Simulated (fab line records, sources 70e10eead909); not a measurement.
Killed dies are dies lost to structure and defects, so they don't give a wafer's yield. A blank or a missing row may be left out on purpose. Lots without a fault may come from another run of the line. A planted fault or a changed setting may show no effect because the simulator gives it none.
fab line records | flow nand_harc | part 2 of 2: steps 20 to 30 of 30
record lots=5 wafers=15 last_day=23
route steps=1159 shown A_CONTACT@869
lots that met no fault: from a run of the same line without faults
start_h: hours from the record's first day to the start of the lot's first wafer shown | wait_h: hours since the lot's step before | " the same as in the row above | L1.1+2: a row that stands for several wafers | - no value, or no start given | * or withheld: withheld | < > ~ a bound
route shown NAME@n: a module of which the file shows steps, and the number in the route of the first | usual: mean/standard deviation of fault-free wafers | same: alike in all rows | chamber/n: place in a boat | sites: the reading at each site | _std_site: their standard deviation | _edge_site: outer sites' mean less inner sites' | radius_mm: how far each site lies from the wafer's centre | mask NAME#n: copy n | behind: the tool/chamber that last shaped the wafer | hold: why the lot was held/for how many hours/how that ended | device: the transistor (n, p or np) that didn't switch | end of line: the same wafers' tests at the end of the route | a step without rows: its recipe alone | killed: dies lost to structure and defects at the first sort, not the wafer's yield | map: a wafer's dies, x killed, . not, _ none there
set.NAME: the setting as run; set.NAME@STEP: as run at that earlier step | model.NAME: the simulator's own value behind a step, which no gauge read
lots at some steps of the route; a table a step, a row a wafer
services: from which hour (start_h, from the record's first day; less than 0 if before it) a tool's chamber was out of use, for how many hours, and why
## steps
# step NHARC_A_CONTACT_COAT_61
# recipe temp_c=260 time_s=75
# usual resist_line_temp_C=22.99/0.1
# columns lot.wafer tool chamber start_h wait_h resist_line_temp_C
L074.1 litho_track-01 0 - - 22.93
L074.5 " 0 " " 22.95
L074.6 " 0 " " 23.02
L077.1 litho_track-06 0 - - 22.86
L077.3 " 0 " " 23.04
L077.5 " 0 " " 22.95
L084.4 litho_track-01 0 - - 23.00
L084.5 " 0 " " 22.98
L084.6 " 0 " " 23.09
L083.2 litho_track-01 0 - - 23.18
L083.3 " 0 " " 23.03
L083.4 " 0 " " 22.94
L090.1 litho_track-01 0 - - 22.96
L090.2 " 0 " " 22.96
L090.5 " 0 " " 22.98
# step NHARC_A_CONTACT_COAT_62
# recipe temp_c=225 time_s=65
# usual resist_line_temp_C=23.03/0.099
# columns lot.wafer tool chamber start_h wait_h resist_line_temp_C
L074.1 litho_track-01 0 - - 23.08
L074.5 " 0 " " 23.01
L074.6 " 0 " " 23.00
L077.1 litho_track-06 0 - - 22.89
L077.3 " 0 " " 23.02
L077.5 " 0 " " 23.05
L084.4 litho_track-01 0 - - 22.91
L084.5 " 0 " " 23.08
L084.6 " 0 " " 22.92
L083.2 litho_track-01 0 - - 22.99
L083.3 " 0 " " 23.00
L083.4 " 0 " " 23.07
L090.1 litho_track-01 0 - - 23.18
L090.2 " 0 " " 23.05
L090.5 " 0 " " 23.02
# step NHARC_A_CONTACT_COAT_63
# recipe spin_rpm=1500 resist_thk_nm=90
# usual resist_line_temp_C=23.01/0.1
# columns lot.wafer tool chamber start_h wait_h resist_line_temp_C
L074.1 litho_track-01 0 - - 22.98
L074.5 " 0 " " 22.92
L074.6 " 0 " " 22.93
L077.1 litho_track-06 0 - - 22.95
L077.3 " 0 " " 23.02
L077.5 " 0 " " 22.86
L084.4 litho_track-01 0 - - 22.97
L084.5 " 0 " " 23.22
L084.6 " 0 " " 23.07
L083.2 litho_track-01 0 - - 22.97
L083.3 " 0 " " 23.00
L083.4 " 0 " " 23.07
L090.1 litho_track-01 0 - - 23.15
L090.2 " 0 " " 23.04
L090.5 " 0 " " 23.18
# step NHARC_A_CONTACT_SOFTBAKE_64
# recipe temp_c=105 time_s=55
# usual resist_line_temp_C=23.00/0.11
# columns lot.wafer tool chamber start_h wait_h resist_line_temp_C
L074.1 litho_track-01 0 - - 23.19
L074.5 " 0 " " 23.19
L074.6 " 0 " " 23.14
L077.1 litho_track-06 0 - - 23.19
L077.3 " 0 " " 23.28
L077.5 " 0 " " 23.19
L084.4 litho_track-01 0 - - 22.99
L084.5 " 0 " " 22.93
L084.6 " 0 " " 23.14
L083.2 litho_track-01 0 - - 23.00
L083.3 " 0 " " 22.92
L083.4 " 0 " " 23.07
L090.1 litho_track-01 0 - - 23.01
L090.2 " 0 " " 23.03
L090.5 " 0 " " 22.95
# step NHARC_A_CONTACT_EBR_65
# usual resist_line_temp_C=23.00/0.12
# columns lot.wafer tool chamber start_h wait_h resist_line_temp_C
L074.1 litho_track-01 0 - - 23.02
L074.5 " 0 " " 22.97
L074.6 " 0 " " 23.07
L077.1 litho_track-06 0 - - 23.02
L077.3 " 0 " " 22.89
L077.5 " 0 " " 23.05
L084.4 litho_track-01 0 - - 23.02
L084.5 " 0 " " 23.05
L084.6 " 0 " " 23.05
L083.2 litho_track-01 0 - - 23.14
L083.3 " 0 " " 22.96
L083.4 " 0 " " 22.97
L090.1 litho_track-01 0 - - 22.85
L090.2 " 0 " " 22.84
L090.5 " 0 " " 22.98
# step NHARC_A_CONTACT_EXPOSE_66
# recipe na=1.35 sigma_outer=0.8 dose_mj=59.02 mask_id=A_CC_2
# usual reticle_temp_C=23.02/0.11
# same na=1.35
# columns lot.wafer tool chamber start_h wait_h mask reticle_temp_C
L074.1 arfi_scanner-02 0 385.98 - A_CC_2#0 22.80
L074.5 " 0 " " A_CC_2#0 23.03
L074.6 " 0 " " A_CC_2#0 22.85
L077.1 arfi_scanner-01 0 386.84 - A_CC_2#0 23.09
L077.3 " 0 " " A_CC_2#0 23.13
L077.5 " 0 " " A_CC_2#0 22.96
L084.4 arfi_scanner-01 0 432.15 - A_CC_2#0 23.02
L084.5 " 0 " " A_CC_2#0 22.98
L084.6 " 0 " " A_CC_2#0 23.00
L083.2 arfi_scanner-03 0 432.81 - A_CC_2#0 23.07
L083.3 " 0 " " A_CC_2#0 23.05
L083.4 " 0 " " A_CC_2#0 22.98
L090.1 arfi_scanner-02 0 480.55 - A_CC_2#0 22.94
L090.2 " 0 " " A_CC_2#0 22.87
L090.5 " 0 " " A_CC_2#0 23.02
# step NHARC_A_CONTACT_PEB_67
# recipe peb_temp_c=100 peb_time_s=65
# usual resist_line_temp_C=22.99/0.1
# columns lot.wafer tool chamber start_h wait_h resist_line_temp_C
L074.1 litho_track-04 0 386.04 0.1 22.84
L074.5 " 0 " " 22.92
L074.6 " 0 " " 22.89
L077.1 litho_track-01 0 386.90 0.1 22.87
L077.3 " 0 " " 22.81
L077.5 " 0 " " 23.16
L084.4 litho_track-04 0 432.20 0.0 23.11
L084.5 " 0 " " 22.96
L084.6 " 0 " " 22.98
L083.2 litho_track-01 0 432.86 0.1 22.83
L083.3 " 0 " " 23.03
L083.4 " 0 " " 22.77
L090.1 litho_track-06 0 480.62 0.1 22.81
L090.2 " 0 " " 22.74
L090.5 " 0 " " 22.83
# step NHARC_A_CONTACT_DEVELOP_68
# recipe develop_time_s=35 dev_temp_c=23
# usual resist_line_temp_C=22.98/0.11
# columns lot.wafer tool chamber start_h wait_h resist_line_temp_C
L074.1 litho_track-04 0 - - 23.11
L074.5 " 0 " " 23.08
L074.6 " 0 " " 22.83
L077.1 litho_track-01 0 - - 23.01
L077.3 " 0 " " 22.82
L077.5 " 0 " " 22.85
L084.4 litho_track-04 0 - - 23.01
L084.5 " 0 " " 23.09
L084.6 " 0 " " 23.18
L083.2 litho_track-01 0 - - 22.73
L083.3 " 0 " " 22.86
L083.4 " 0 " " 22.92
L090.1 litho_track-06 0 - - 22.92
L090.2 " 0 " " 22.88
L090.5 " 0 " " 22.88
# step NHARC_A_CONTACT_CD_MEAS_69
# recipe target_cd_nm=200 landing_energy_ev=500
# usual cd_nm=199.9/0.49
# columns lot.wafer tool chamber start_h wait_h cd_nm
L074.1 cd_sem-02 0 386.12 - 200.5
L074.5 " 0 " " 200.4
L074.6 " 0 " " 199.8
L077.1 cd_sem-03 0 386.98 - 199.2
L077.3 " 0 " " 198.8
L077.5 " 0 " " 199.6
L084.4 cd_sem-01 0 432.29 - 199.9
L084.5 " 0 " " 199.8
L084.6 " 0 " " 200.3
L083.2 cd_sem-02 0 432.95 - 199.5
L083.3 " 0 " " 199.6
L083.4 " 0 " " 199.1
L090.1 cd_sem-01 0 480.70 - 200.1
L090.2 " 0 " " 199.6
L090.5 " 0 " " 200.4
# step NHARC_A_CONTACT_OVL_MEAS_70
# usual overlay_x_nm=-0.1/0.8 overlay_y_nm=0.1/0.8
# columns lot.wafer tool chamber start_h wait_h overlay_x_nm overlay_y_nm
L074.1 overlay-02 - 386.21 - -1.7 0.9
L074.5 " - " " -1.5 0.7
L074.6 " - " " -1.4 0.1
L077.1 overlay-01 - 387.07 - 0.0 -1.0
L077.3 " - " " -0.4 -0.8
L077.5 " - " " -0.2 -0.8
L084.4 overlay-02 - 432.37 - 0.4 0.1
L084.5 " - " " -0.1 0.1
L084.6 " - " " 0.0 0.1
L083.2 overlay-02 - 433.05 - 1.0 -0.8
L083.3 " - " " 1.3 -1.6
L083.4 " - " " 1.3 -0.9
L090.1 overlay-01 - 480.78 - 0.1 -0.3
L090.2 " - " " 0.1 -0.8
L090.5 " - " " 0.0 -0.6
# step NHARC_A_CONTACT_INSPECT_71
# usual raw_defect_count=27/12
# columns lot.wafer tool chamber start_h wait_h raw_defect_count
L074.1 defect_inspect-01 - 386.24 0.0 21
L074.5 " - " " 12
L074.6 " - " " 12
L077.1 defect_inspect-02 - 387.10 0.0 23
L077.3 " - " " 18
L077.5 " - " " 21
L084.4 defect_inspect-01 - 432.40 0.0 10
L084.5 " - " " 11
L084.6 " - " " 10
L083.2 defect_inspect-02 - 433.09 0.0 29
L083.3 " - " " 28
L083.4 " - " " 31
L090.1 defect_inspect-02 - 480.82 0.0 46
L090.2 " - " " 46
L090.5 " - " " 56
## services
# columns tool chamber start_h hours kind
rie_diel-02 0 361.28 - clean
rie_diel-02 1 361.28 - clean
rie_diel-02 2 361.28 - clean
rie_diel-02 3 361.28 - clean
pecvd-02 - 366.19 2.1 repair
rie_diel-12 - 380.36 9.0 pm
rie_diel-02 0 385.83 - clean
rie_diel-02 1 385.83 - clean
rie_diel-02 2 385.83 - clean
rie_diel-02 3 385.83 - clean
wet_bench-07 - 391.35 1.1 repair
arfi_scanner-01 - 397.82 4.0 pm
rie_diel-12 1 404.57 12.5 repair
acl_dep-03 - 405.26 13.0 pm
rie_diel-02 2 421.46 9.2 repair
pecvd-01 - 427.39 13.0 pm
arfi_scanner-02 - 428.00 4.0 pm
rie_diel-02 3 431.41 25.1 repair
litho_track-01 - 443.00 7.0 pm
pecvd-01 2 444.03 16.4 repair
wet_bench-07 - 448.00 8.0 pm
rie_diel-01 - 465.37 0.4 repair
litho_track-06 - 467.00 7.0 pm
rie_diel-12 - 477.69 0.4 repair
